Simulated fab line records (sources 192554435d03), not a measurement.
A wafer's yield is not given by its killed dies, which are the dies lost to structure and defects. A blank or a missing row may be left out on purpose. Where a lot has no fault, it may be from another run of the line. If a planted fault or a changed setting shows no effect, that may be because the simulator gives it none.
fab line records    flow n5-finfet
record lots=6  wafers=18  last-day=18
route steps=1938 shown BEOL_M7@1297 PASSIVATION@1936
lots that met no fault: from a run of the same line without faults
start-h: the number of hours between the record's first day and the start of the first shown wafer of the lot    wait-h: time in hours since the lot's previous step    " identical to the entry in the row above    L1.1+2: a row that stands for several wafers    - no value, or no start was given    * or withheld: withheld    < > ~ a bound
route shown NAME@n: NAME is a module with steps in the file, n the number in the route of the first one    usual: the fault-free wafers' mean and standard deviation    same: alike in all rows    chamber/n: place in a boat    sites: per-site readings    _std_site: how widely they spread, as a standard deviation    _edge_site: mean of outer sites minus mean of inner sites    radius-mm: for every site, how far away it sits from the centre of the wafer    mask NAME#n: copy n    behind: the last tool/chamber to shape the wafer    hold: what put the lot on hold/how long, in hours/how the hold closed    device: whichever transistor did not switch (one of n, p or np)    end of line: the route-end tests of the same wafers    a step without rows: its recipe alone    killed: dies lost to structure and defects at the first sort, not the wafer's yield    map: a wafer's dies, marking killed ones x, the rest . and places with no die _
set.NAME: the run value of the setting; set.NAME@STEP: its run value at that earlier step    model.NAME: the simulator's own value behind a step, which no gauge read
lots at selected steps of the route; one table per step, one row per wafer
services: when a tool's chamber went out of use (start-h, in hours from the record's first day, below 0 if earlier), for how many hours, and the reason
## steps
# step N5_BEOL_M7_OVL_MEAS_29
# recipe points-per-wafer=522
# usual V6_OVL=-0.7/0.64
lot.wafer  tool        chamber  start-h  wait-h  V6_OVL[nm]
L182.1     overlay-02  0        203.16   0.0     0.0
L182.2     "           0        "        "       -0.2
L182.5     "           0        "        "       -0.5
L192.2     overlay-02  0        265.06   0.0     -1.1
L192.3     "           0        "        "       0.3
L192.5     "           0        "        "       -1.5
L193.4     overlay-02  0        275.06   0.0     -0.6
L193.5     "           0        "        "       0.3
L193.6     "           0        "        "       -0.9
L199.3     overlay-01  0        330.34   0.0     -0.2
L199.5     "           0        "        "       -0.1
L199.6     "           0        "        "       0.4
L203.1     overlay-02  0        340.28   0.0     -0.4
L203.3     "           0        "        "       -0.3
L203.4     "           0        "        "       -0.6
L205.3     overlay-01  0        345.27   0.0     -0.2
L205.4     "           0        "        "       -0.5
L205.6     "           0        "        "       -1.4
# step N5_BEOL_M7_INSPECT_30
# recipe mode=adi  inspect-instrument=brightfield
# usual raw-defect-count=394/78
lot.wafer  tool               chamber  start-h  wait-h  raw-defect-count
L182.1     defect-inspect-01  -        203.22   0.1     345
L182.2     "                  -        "        "       249
L182.5     "                  -        "        "       255
L192.2     defect-inspect-01  -        265.11   0.0     289
L192.3     "                  -        "        "       368
L192.5     "                  -        "        "       304
L193.4     defect-inspect-01  -        275.11   0.0     378
L193.5     "                  -        "        "       387
L193.6     "                  -        "        "       204
L199.3     defect-inspect-02  -        330.39   0.0     378
L199.5     "                  -        "        "       487
L199.6     "                  -        "        "       459
L203.1     defect-inspect-01  -        340.34   0.1     367
L203.3     "                  -        "        "       357
L203.4     "                  -        "        "       447
L205.3     defect-inspect-02  -        345.31   0.0     346
L205.4     "                  -        "        "       437
L205.6     "                  -        "        "       498
# step N5_BEOL_M7_DESCUM_33
# recipe chemistry=O2  time-s=7  source-power-w=50  bias-power-w=20  pressure-mtorr=20  rf-frequency-hz=2.712e+07  temp-c=40  resist=CAR-EUV  o2-flow-sccm=225
# usual drypump-motor-current-A=5.6/0.44  oes-product-au=0.79/0.081  rf-vpp-V=243.2/1.2  showerhead-plenum-p-Torr=2.09/0.067  temp-c=39.99/0.12  throttle-valve-pct=20.49/0.21
lot.wafer  tool         chamber  start-h  wait-h  drypump-motor-current-A  oes-product-au  rf-hours-counter-h  rf-vpp-V  showerhead-plenum-p-Torr  temp-c  throttle-valve-pct
L182.1     rie-diel-03  0        204.26   1.0     5.1                      0.72            206                 242.8     2.06                      40.07   20.45
L182.2     "            3        "        "       6.3                      0.87            58                  244.4     2.14                      40.03   20.67
L182.5     "            1        "        "       5.4                      0.88            -                   245.2     2.23                      40.10   20.52
L192.2     rie-diel-03  1        265.15   0.0     5.4                      0.86            42                  244.4     2.23                      39.87   20.53
L192.3     "            0        "        "       5.1                      0.71            219                 241.7     2.06                      40.07   20.47
L192.5     "            3        "        "       6.3                      0.86            -                   243.8     2.13                      39.88   20.70
L193.4     rie-diel-03  1        275.14   0.0     5.4                      0.85            45                  244.1     2.23                      39.88   20.55
L193.5     "            1        "        "       5.4                      0.85            -                   244.5     2.23                      39.89   20.56
L193.6     "            0        "        "       5.1                      0.71            -                   243.2     2.06                      39.88   20.47
L199.3     rie-diel-03  3        330.69   0.3     6.4                      0.84            94                  242.5     2.12                      40.32   20.73
L199.5     "            0        "        "       5.1                      0.70            -                   241.4     2.05                      39.90   20.50
L199.6     "            1        "        "       5.3                      0.82            -                   244.8     2.22                      40.15   20.57
L203.1     rie-diel-04  0        340.55   0.2     5.9                      0.69            238                 244.1     2.08                      40.08   20.84
L203.3     "            3        "        "       5.2                      0.80            92                  241.9     2.04                      40.14   20.61
L203.4     "            0        "        "       5.9                      0.69            -                   241.4     2.08                      40.00   20.85
L205.3     rie-diel-03  3        346.14   0.8     6.4                      0.82            101                 244.0     2.12                      40.08   20.74
L205.4     "            0        "        "       5.1                      0.70            -                   242.2     2.05                      40.22   20.50
L205.6     "            1        "        "       5.4                      0.82            -                   244.3     2.22                      39.98   20.58
# step N5_BEOL_M7_ETCH_72
# recipe chemistry=N2/H2  target=underlayer  target-depth-a=65  mask-material=CAR-EUV  time-s=5.2  ion-energy-ev=200  pressure-mtorr=30  source-w=840  bias-w=150  n2-flow-sccm=200  h2-flow-sccm=200  ends=cleared
# step N5_BEOL_M7_ETCH_65
# recipe chemistry=CF4  target=SiARC  target-depth-a=156  mask-material=CAR-EUV  time-s=26  ion-energy-ev=80  pressure-mtorr=40  source-w=545  bias-w=36  Ar_flow_sccm=100  cf4-flow-sccm=100  ends=cleared
# usual drypump-motor-current-A=5.6/0.44  etch-rf-on-time-s=26.5/0.9  oes-product-au=0.67/0.071  rf-fwd-power-W=532.0/1.7  rf-vpp-V=184.1/1  showerhead-plenum-p-Torr=2.14/0.059  throttle-valve-pct=15.68/0.19
lot.wafer  tool         chamber  start-h  wait-h  drypump-motor-current-A  etch-rf-on-time-s  oes-product-au  rf-fwd-power-W  rf-hours-counter-h  rf-vpp-V  showerhead-plenum-p-Torr  throttle-valve-pct
L182.1     rie-diel-03  0        204.31   0.0     5.1                      27.3               0.60            532.4           206                 183.4     2.14                      15.83
L182.2     "            3        "        "       6.4                      24.9               0.76            532.9           58                  184.1     2.17                      15.70
L182.5     "            1        "        "       5.4                      27.6               0.73            530.9           -                   186.2     2.26                      15.57
L192.2     rie-diel-03  1        265.20   0.0     5.4                      27.2               0.72            529.7           42                  185.7     2.26                      15.61
L192.3     "            0        "        "       5.1                      27.4               0.59            534.0           219                 182.4     2.14                      15.87
L192.5     "            3        "        "       6.4                      24.8               0.74            533.2           -                   184.9     2.17                      15.73
L193.4     rie-diel-03  1        275.19   0.0     5.4                      27.7               0.71            530.5           45                  185.1     2.26                      15.60
L193.5     "            1        "        "       5.4                      27.5               0.71            529.6           -                   186.7     2.26                      15.61
L193.6     "            0        "        "       5.1                      27.6               0.58            529.1           -                   183.3     2.14                      15.85
L199.3     rie-diel-03  3        330.74   0.0     6.4                      25.1               0.71            533.1           94                  184.1     2.16                      15.77
L199.5     "            0        "        "       5.1                      26.9               0.58            533.2           -                   183.4     2.13                      15.91
L199.6     "            1        "        "       5.4                      27.4               0.69            533.9           -                   184.8     2.25                      15.65
L203.1     rie-diel-04  0        340.60   0.0     5.9                      25.4               0.59            531.9           238                 183.4     2.10                      15.97
L203.3     "            3        "        "       5.1                      26.8               0.68            532.4           92                  182.7     2.08                      15.60
L203.4     "            0        "        "       5.9                      25.5               0.59            533.0           -                   183.2     2.10                      15.98
L205.3     rie-diel-03  3        346.19   0.0     6.4                      25.3               0.71            533.6           101                 183.7     2.16                      15.80
L205.4     "            0        "        "       5.1                      27.3               0.57            528.1           -                   184.4     2.13                      15.92
L205.6     "            1        "        "       5.4                      27.0               0.69            529.9           -                   183.2     2.25                      15.66
# step N5_BEOL_M7_ETCH_66
# recipe chemistry=N2/H2  target=SOC  target-depth-a=800  overetch-a=160  mask-material=SiARC  temp-c=40  time-s=120  ion-energy-ev=200  pressure-mtorr=30  source-w=840  bias-w=150  n2-flow-sccm=200  h2-flow-sccm=200
# usual drypump-motor-current-A=5.7/0.44  oes-product-au=0.60/0.059  rf-fwd-power-W=834.8/2.4  rf-vpp-V=523.9/2.2  showerhead-plenum-p-Torr=2.55/0.078  temp-c=40.01/0.11  throttle-valve-pct=17.93/0.27
lot.wafer  tool         chamber  start-h  wait-h  drypump-motor-current-A  oes-product-au  rf-fwd-power-W  rf-hours-counter-h  rf-vpp-V  showerhead-plenum-p-Torr  temp-c  throttle-valve-pct
L182.1     rie-diel-03  0        204.34   0.0     5.1                      0.55            835.7           206                 522.5     2.54                      40.25   18.04
L182.2     "            3        "        "       6.4                      0.66            835.1           58                  525.9     2.62                      39.99   18.37
L182.5     "            1        "        "       5.4                      0.68            837.2           -                   526.5     2.69                      40.07   17.78
L192.2     rie-diel-03  1        265.23   0.0     5.4                      0.66            833.9           42                  528.4     2.68                      40.01   17.80
L192.3     "            0        "        "       5.1                      0.54            835.8           219                 523.2     2.53                      39.92   18.07
L192.5     "            3        "        "       6.4                      0.65            835.9           -                   524.1     2.61                      39.78   18.37
L193.4     rie-diel-03  1        275.22   0.0     5.4                      0.66            837.9           45                  526.2     2.68                      39.99   17.80
L193.5     "            1        "        "       5.4                      0.65            836.5           -                   528.6     2.68                      40.07   17.81
L193.6     "            0        "        "       5.1                      0.54            831.5           -                   523.1     2.53                      39.91   18.07
L199.3     rie-diel-03  3        330.77   0.0     6.4                      0.62            835.3           94                  525.2     2.60                      40.14   18.44
L199.5     "            0        "        "       5.1                      0.53            829.9           -                   522.8     2.52                      39.90   18.09
L199.6     "            1        "        "       5.4                      0.64            836.6           -                   528.8     2.67                      40.05   17.85
L203.1     rie-diel-04  0        340.63   0.0     5.9                      0.52            836.6           238                 525.8     2.52                      40.09   18.31
L203.3     "            3        "        "       5.2                      0.63            833.9           92                  521.5     2.46                      40.11   17.86
L203.4     "            0        "        "       5.9                      0.53            835.4           -                   523.2     2.52                      40.18   18.31
L205.3     rie-diel-03  3        346.21   0.0     6.4                      0.62            830.2           101                 524.4     2.60                      40.31   18.42
L205.4     "            0        "        "       5.1                      0.54            832.7           -                   522.8     2.52                      39.96   18.09
L205.6     "            1        "        "       5.4                      0.63            830.2           -                   526.5     2.67                      39.91   17.87
# step N5_BEOL_M7_STRIP_69
# recipe chemistry=N2/H2  temp-c=40  n2-flow-sccm=200  h2-flow-sccm=200  rf-frequency-hz=6e+07
# step N5_BEOL_M7_STRIP_73
# recipe chemistry=N2/H2  temp-c=40  n2-flow-sccm=200  h2-flow-sccm=200  rf-frequency-hz=6e+07
# step N5_BEOL_M7_VIA_ETCH_34
# recipe chemistry=C4F6/O2  target=SiCOH_lowk  target-depth-a=1255  mask-material=SOC  taper-deg=4  time-s=50.5  ion-energy-ev=250  pressure-mtorr=30  source-w=345  bias-w=185  Ar_flow_sccm=300  C4F6_flow_sccm=10  O2_flow_sccm=10
# usual drypump-motor-current-A=5.6/0.43  oes-product-au=0.78/0.081  rf-fwd-power-W=341.1/1.4  rf-vpp-V=677/29  showerhead-plenum-p-Torr=2.85/0.089  throttle-valve-pct=20.97/0.18
lot.wafer  tool         chamber  start-h  wait-h  drypump-motor-current-A  oes-product-au  rf-fwd-power-W  rf-hours-counter-h  rf-vpp-V  showerhead-plenum-p-Torr  throttle-valve-pct
L182.1     rie-diel-03  0        204.44   0.0     5.1                      0.72            339.0           206                 716       2.84                      21.09
L182.2     "            3        "        "       6.3                      0.88            339.8           58                  658       2.92                      21.26
L182.5     "            1        "        "       5.4                      0.88            342.0           -                   719       3.03                      20.99
L192.2     rie-diel-03  1        265.33   0.0     5.4                      0.85            339.6           42                  718       3.02                      21.01
L192.3     "            0        "        "       5.1                      0.69            338.6           219                 713       2.84                      21.09
L192.5     "            3        "        "       6.4                      0.86            341.6           -                   660       2.91                      21.27
L193.4     rie-diel-03  1        275.32   0.0     5.4                      0.85            341.6           45                  718       3.02                      21.01
L193.5     "            1        "        "       5.4                      0.85            339.8           -                   719       3.02                      21.00
L193.6     "            0        "        "       5.1                      0.69            340.6           -                   715       2.84                      21.08
L199.3     rie-diel-03  3        330.87   0.0     6.3                      0.83            341.4           94                  659       2.90                      21.29
L199.5     "            0        "        "       5.1                      0.69            340.2           -                   715       2.83                      21.14
L199.6     "            1        "        "       5.4                      0.81            342.2           -                   719       3.01                      21.05
L203.1     rie-diel-04  0        340.73   0.0     5.9                      0.68            340.9           238                 642       2.79                      21.15
L203.3     "            3        "        "       5.1                      0.80            342.9           92                  645       2.76                      20.87
L203.4     "            0        "        "       5.9                      0.69            340.1           -                   642       2.79                      21.14
L205.3     rie-diel-03  3        346.32   0.0     6.5                      0.83            339.9           101                 657       2.90                      21.30
L205.4     "            0        "        "       5.1                      0.69            338.6           -                   714       2.83                      21.15
L205.6     "            1        "        "       5.4                      0.81            340.4           -                   719       3.00                      21.06
# step N5_BEOL_M7_STRIP_76
# recipe chemistry=C4F6/O2  resist=SiARC  rf-frequency-hz=6e+07
# step N5_BEOL_M7_STRIP_36
# recipe chemistry=N2/H2  power-w=450  temp-c=40  pressure-mtorr=20  rf-frequency-hz=6e+07  overash-fraction=0.3  bias-power-w=7  h2-frac=0.5  n2-flow-sccm=200  h2-flow-sccm=200
# usual drypump-motor-current-A=5.7/0.44  oes-product-au=0.79/0.08  rf-vpp-V=59.2/1.7  showerhead-plenum-p-Torr=2.54/0.078  temp-c=40.01/0.11  throttle-valve-pct=23.8/0.4
lot.wafer  tool         chamber  start-h  wait-h  drypump-motor-current-A  oes-product-au  rf-hours-counter-h  rf-vpp-V  showerhead-plenum-p-Torr  temp-c  throttle-valve-pct
L182.1     rie-diel-03  0        204.49   0.0     5.1                      0.72            206                 60.1      2.53                      39.90   23.9
L182.2     "            3        "        "       6.4                      0.88            58                  55.9      2.61                      40.10   24.6
L182.5     "            1        "        "       5.4                      0.89            -                   58.8      2.68                      40.14   23.6
L192.2     rie-diel-03  1        265.38   0.0     5.4                      0.86            42                  59.1      2.68                      39.95   23.6
L192.3     "            0        "        "       5.1                      0.70            219                 60.1      2.53                      40.09   23.9
L192.5     "            3        "        "       6.4                      0.87            -                   57.0      2.61                      40.14   24.6
L193.4     rie-diel-03  1        275.37   0.0     5.4                      0.86            45                  57.6      2.68                      40.04   23.6
L193.5     "            1        "        "       5.3                      0.86            -                   62.2      2.68                      40.06   23.6
L193.6     "            0        "        "       5.1                      0.70            -                   60.2      2.53                      40.05   23.9
L199.3     rie-diel-03  3        330.92   0.0     6.4                      0.82            94                  59.7      2.60                      40.04   24.6
L199.5     "            0        "        "       5.1                      0.70            -                   58.7      2.52                      40.04   23.9
L199.6     "            1        "        "       5.4                      0.81            -                   62.2      2.67                      40.15   23.6
L203.1     rie-diel-04  0        340.79   0.0     5.9                      0.69            238                 59.4      2.52                      40.11   24.1
L203.3     "            3        "        "       5.2                      0.82            92                  55.6      2.46                      39.98   23.9
L203.4     "            0        "        "       5.9                      0.69            -                   63.1      2.52                      39.98   24.2
L205.3     rie-diel-03  3        346.37   0.0     6.4                      0.82            101                 57.6      2.59                      39.94   24.6
L205.4     "            0        "        "       5.1                      0.69            -                   58.9      2.52                      39.90   24.0
L205.6     "            1        "        "       5.4                      0.82            -                   58.2      2.66                      39.74   23.6
# step N5_BEOL_M7_TRENCH_ETCH_37
# recipe chemistry=C4F6/O2  target-depth-a=934.78  target=SiCOH_lowk  time-s=31.2  ion-energy-ev=250  pressure-mtorr=30  source-w=345  bias-w=185  Ar_flow_sccm=300  C4F6_flow_sccm=10  O2_flow_sccm=10
# step N5_BEOL_M7_ETCH_41
# recipe chemistry=CH3F/O2  target=SiCN  target-depth-a=319  taper-deg=2  time-s=57.8  ion-energy-ev=120  mask-material=TiN  pressure-mtorr=30  source-w=395  bias-w=75  Ar_flow_sccm=150  CH3F_flow_sccm=30  O2_flow_sccm=20
# usual drypump-motor-current-A=5.6/0.44  oes-product-au=0.78/0.081  rf-fwd-power-W=390.6/1.4  rf-vpp-V=297.4/1.4  showerhead-plenum-p-Torr=2.00/0.065  throttle-valve-pct=16.39/0.18
lot.wafer  tool         chamber  start-h  wait-h  drypump-motor-current-A  oes-product-au  rf-fwd-power-W  rf-hours-counter-h  rf-vpp-V  showerhead-plenum-p-Torr  throttle-valve-pct  model.etch.depth-nm
L182.1     rie-diel-03  0        204.56   -       5.1                      0.70            390.2           206                 297.1     2.00                      16.52               21.42
L182.2     "            3        "        "       6.4                      0.87            390.7           58                  298.6     2.05                      16.51               22.67
L182.5     "            1        "        "       5.4                      0.87            391.2           -                   300.3     2.13                      16.32               21.53
L192.2     rie-diel-03  1        265.45   -       5.4                      0.90            488.6           42                  279.5     2.12                      16.37               23.4
L192.3     "            0        "        "       5.1                      0.74            485.0           219                 276.7     1.99                      16.53               23.11
L192.5     "            3        "        "       6.4                      0.92            485.0           -                   277.3     2.04                      16.54               24.8
L193.4     rie-diel-03  1        275.44   -       5.4                      0.89            485.3           45                  279.8     2.12                      16.37               23.53
L193.5     "            1        "        "       5.4                      0.89            486.3           -                   280.3     2.12                      16.37               23.46
L193.6     "            0        "        "       5.1                      0.73            484.0           -                   275.5     1.99                      16.52               23.2
L199.3     rie-diel-03  3        330.99   -       6.4                      0.83            391.4           94                  297.1     2.03                      16.55               22.17
L199.5     "            0        "        "       5.1                      0.68            389.0           -                   297.1     1.98                      16.58               21.53
L199.6     "            1        "        "       5.4                      0.81            389.4           -                   299.1     2.12                      16.42               21.19
L203.1     rie-diel-04  0        340.86   -       5.9                      0.68            388.9           238                 296.0     1.96                      16.64               21.85
L203.3     "            3        "        "       5.1                      0.80            388.9           92                  296.2     1.94                      16.32               21.31
L203.4     "            0        "        "       5.9                      0.68            389.2           -                   298.0     1.96                      16.64               21.82
L205.3     rie-diel-03  3        346.44   -       6.4                      0.82            389.9           101                 296.3     2.03                      16.60               22.12
L205.4     "            0        "        "       5.1                      0.69            389.7           -                   297.1     1.98                      16.59               21.69
L205.6     "            1        "        "       5.4                      0.81            391.6           -                   299.7     2.11                      16.42               21.56
# step N5_BEOL_M7_STRIP_80
# recipe chemistry=N2/H2  time-s=10  power-w=450  temp-c=40  pressure-mtorr=20  rf-frequency-hz=6e+07  bias-power-w=7  n2-flow-sccm=200  h2-flow-sccm=200
# step N5_PASSIVATION_PROBE_49
# usual defect-limited-yield=91.7/1.4  killed_at_M0_to_M3=31/11  killed_at_M4_up=13/4.6  killed-at-contacts=13/6.7  killed-at-front-end=39/9.6  killed-at-other=3.5/2.8  killed-dies=98/16  killed-open=64/11  killed-short=33/8.5  sort_bin_4_leakage=0.00/0.032  sort_bin_5_function=4.9/0.96  sort_bin_6_memory=3.1/0.59  sort_bin_8_speed=0.2/1.3  sort-n-pass=1080/23
# same gross-dies=1180  killed-at-back-side=0
lot.wafer  tool       chamber  start-h  wait-h  defect-limited-yield[%]  killed_at_M0_to_M3  killed_at_M4_up  killed-at-contacts  killed-at-front-end  killed-at-other  killed-dies  killed-open  killed-short  sort_bin_4_leakage[%]  sort_bin_5_function[%]  sort_bin_6_memory[%]  sort_bin_8_speed[%]  sort-n-pass
L182.1     prober-02  -        277.72   0.0     91.6                     29                  9                35                  17                   9                99           63           35            0                      4.2                     3.8                   0                    1081
L182.2     prober-02  -        277.77   0.1     94.7                     9                   6                20                  22                   5                62           39           21            0                      2.5                     2.5                   0                    1118
L182.5     prober-02  -        277.92   0.2     90.6                     33                  10               28                  40                   0                111          83           27            0                      5.3                     3.6                   0                    1069
L192.3     prober-01  -        343.71   0.1     91.1                     38                  25               9                   32                   1                105          65           40            0                      5.8                     2.9                   0                    1075
# killed by level:class
L182.1 MOL_CONTACT_COAG:geometric-particle:open=23 MOL_CONTACT_COAG:geometric-particle:short=12 BEOL_M1:geometric-particle:open=12 STI_FIN_REVEAL:geometric-particle:open=4 BEOL_M1:geometric-particle:short=4 BEOL_M3:geometric-particle:open=4 BEOL_M4:geometric-particle:open=4 PAD_METAL:geometric-particle:short=4
L182.2 MOL_CONTACT_COAG:geometric-particle:open=17 FIN_SAQP:geometric-particle:short=8 FIN_SAQP:geometric-particle:open=4 DUMMY_GATE:geometric-particle:open=4 BEOL_M0_SAQP:geometric-particle:open=3 MOL_CONTACT_COAG:geometric-particle:short=3 PASS1_CAP:geometric-particle:short=3 BEOL_M1:geometric-particle:open=2
L182.5 MOL_CONTACT_COAG:geometric-particle:open=26 STI_FIN_REVEAL:geometric-particle:open=10 BEOL_M0_SAQP:geometric-particle:open=9 BEOL_M2:geometric-particle:open=6 FIN_SAQP:geometric-particle:open=5 BEOL_M0_SAQP:geometric-particle:short=5 BEOL_M1:geometric-particle:open=5 STI_FIN_REVEAL:geometric-particle:short=3
L192.3 BEOL_M0_SAQP:geometric-particle:open=11 BEOL_M4:geometric-particle:open=11 BEOL_M0_SAQP:geometric-particle:short=10 FIN_SAQP:geometric-particle:short=8 FIN_SAQP:geometric-particle:open=8 BEOL_M8:geometric-particle:open=8 STI_FIN_REVEAL:geometric-particle:open=6 MOL_CONTACT_COAG:geometric-particle:open=6
## services
tool         chamber  start-h  hours  kind
rie-diel-04  -        188.17   14.6   pm
rie-diel-03  -        239.00   15.6   pm
rie-diel-04  2        254.55   -      clean
rie-diel-04  2        254.55   -      consumable-replace:focus-ring
rie-diel-04  2        254.55   -      consumable-replace:showerhead
rie-diel-04  2        254.55   11.3   scheduled-down
rie-diel-04  2        254.55   11.3   vent-cycle
rie-diel-04  3        278.44   4.5    repair
rie-diel-03  2        296.51   115.9  repair
rie-diel-04  3        296.85   3.5    repair
rie-diel-04  1        334.75   7.2    repair
rie-diel-04  1        342.30   -      clean
rie-diel-04  1        342.30   -      consumable-replace:focus-ring
rie-diel-04  1        342.30   23.1   scheduled-down
rie-diel-04  1        342.30   23.1   vent-cycle
## key
first-sign step=N5_BEOL_M7_ETCH_41  reading=rf-fwd-power-W  direction=up  sigmas=66  usual=*  struck=*
effect step=N5_BEOL_M7_ETCH_41  reading=rf-vpp-V  direction=down  sigmas=14  usual=297.4  struck=278.2
model-effect step=N5_BEOL_M7_ETCH_41  value=etch.depth-nm  without=21.76  struck=23.58
met-at N5_BEOL_M7_ETCH_41
struck-wafers L192.2,L192.3,L192.5,L193.4,L193.5,L193.6
onset-between 204.56 265.45
fault kind=process-parameter-drift  tool=rie-diel-03  chamber=-  onset-h=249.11  steps=N5_BEOL_M7_ETCH_41  channel=source-w  offset=94.8  shape=step  end-h=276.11  acts-in=these-recipes-only  stated=395
